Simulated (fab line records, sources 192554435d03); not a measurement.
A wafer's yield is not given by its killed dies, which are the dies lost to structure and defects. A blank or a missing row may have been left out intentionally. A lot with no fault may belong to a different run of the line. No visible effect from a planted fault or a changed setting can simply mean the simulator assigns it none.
Comparing a struck lot with a sound one + flow n5_finfet + 15 steps out of a route of 1938
Sound: wafers L687.3, L687.5, L687.6. The struck wafers were L697.2, L697.3, L697.4. The cause is named last.
Order at every step that has rows: each side's tool, ch and its chambers, its first start. Under that, the readings that differ: sound wafers + struck wafers + difference of the means + sigmas: that difference in standard deviations of wafers without a fault.
alike: readings whose means differ by less than 2 such deviations, and words and numbers that are the same on both sides. not compared: withheld readings, readings that some wafer has no value for, bounds like >300 that may hide the same value, and numbers for which the record gives no deviation and whose values overlap.
The two part at a step that has a row with sigmas, a row that says differs or no value, or rows on one side only. Non-overlapping numbers with no deviation appear without sigmas and do not part them. A reading that every wafer of one side lacks parts them only if that side has two wafers or more.

first, 2 steps without rows for these wafers: N5_BEOL_M15_SPUTTER_43 (material TaN, target thk 15 nm, time 24.19 s); N5_BEOL_M15_SPUTTER_44 (material Ta, target thk 15 nm, time 24.19 s).
N5_BEOL_M15_SPUTTER_45: material Cu, target thk 100 nm, time 16.67 s.
  sound on pvd_sputter-02 at day 12 02:37; struck on pvd_sputter-01 at day 15 05:28
  alike: chuck_gas_flow_sccm, throttle_valve_pct
then, 1 step without rows for these wafers: N5_BEOL_M15_ECD_47 (material Cu, target thk 1860 nm).
N5_BEOL_M15_ANNEAL_48: time 90 s.
  sound on rtp_anneal-01 ch 0, day 12 03:22; struck on rtp_anneal-02 ch 0, day 15 05:52
  alike: wafer_temp_C_max
N5_BEOL_M15_CMP_49: polishes, stops on SiO2, t overpolish 4.9 s, target thk 850 nm.
  sound on cmp-01 ch 0,1, day 12 03:35; struck on cmp-04 ch 0,1,3, day 15 06:07
  alike: barrier_field_endpoint_s, motor_current_A, overpolish_run_s
N5_BEOL_M15_THK_MEAS_50: measures by xrf.
  sound on film_metro-02 at day 12 03:53; struck on film_metro-02 at day 15 06:25
  alike: M15_THK
then, 1 step without rows for these wafers: N5_BEOL_M15_PRE_CLEAN_52 (time 15 s).
N5_BEOL_M15_DEP_53: deposits SiCN from 3MS/NH3, target thk 50 nm, time 17.8 s.
  sound on pecvd-04 ch 1,2, day 12 03:57; struck on pecvd-01 ch 0,1, day 15 06:28
  alike: showerhead_plenum_p_Torr, showerhead_vpp_V, throttle_valve_pct
N5_BEOL_M15_RS_MEAS_54: the measuring method here is four-point-probe.
  sound on film_metro-02 at day 12 04:01; struck on film_metro-02 at day 15 06:32
  alike: M15_RS
N5_BEOL_M15_INSPECT_55: inspects for defects (darkfield).
  sound on defect_inspect-02 at day 12 04:02; struck on defect_inspect-01 at day 15 06:34
  alike: raw_defect_count
N5_BEOL_M15_RC_MEAS_101:
  sound on prober-02 ch 0, day 12 04:23; struck on prober-01 ch 0, day 15 06:45
| reading        | sound                   | struck                  | difference | sigmas |
|----------------|-------------------------|-------------------------|------------|--------|
| COMB_M14 (S/m) | 3.5e-12 1.7e-12 3e-12   | 4e-12 4.5e-12 5.4e-12   | +2e-12     | +2     |
| COMB_M15 (S/m) | 1.1e-12 1.7e-12 1.6e-12 | 3.1e-12 2.3e-12 2.5e-12 | +1.2e-12   | +2     |
  alike: COMB_M10, COMB_M11, COMB_M12, COMB_M13, COMB_M5, COMB_M6, COMB_M7, COMB_M8, COMB_M9, SERP_M10, SERP_M11, SERP_M12, SERP_M13, SERP_M14, SERP_M5, SERP_M6, SERP_M7, SERP_M8, SERP_M9
N5_PASSIVATION_PECVD_00: deposits SiO2 from SiH4/N2O, target thk 200 nm, time 11.2 s.
  sound on pecvd-04 ch 0,2, day 12 05:02; struck on pecvd-04 ch 0,1,2, day 15 07:34
  no value came back on the struck wafers for any of 6 readings (chamber_pressure_Torr (Torr), heater_power_outer_w (W) and others); on the sound wafers chamber_pressure_Torr (Torr) reads 2.705 2.708 2.699
N5_MIM_BOT_DEGAS_01: time 60 s.
  sound on pvd_sputter-02 at day 12 05:30; struck on pvd_sputter-02 at day 15 08:41
  alike: heater_power_w
N5_PASSIVATION_PROBE_49:
  sound on prober-02 at day 12 19:26; struck on prober-01 at day 15 19:11
  alike: defect_limited_yield, killed_at_M0_to_M3, killed_at_M4_up, killed_at_contacts, killed_at_front_end, killed_at_other, killed_dies, killed_on_rim, killed_open, killed_short, sort_bin_5_function, sort_bin_6_memory, sort_n_pass, sort_yield_pct

## WHERE THEY PART
First at N5_BEOL_M15_RC_MEAS_101; last, within this record, at N5_PASSIVATION_PECVD_00. Later steps at which nothing parts them and some readings are alike: N5_MIM_BOT_DEGAS_01, N5_PASSIVATION_PROBE_49.

WHY: the cause the simulator had injected
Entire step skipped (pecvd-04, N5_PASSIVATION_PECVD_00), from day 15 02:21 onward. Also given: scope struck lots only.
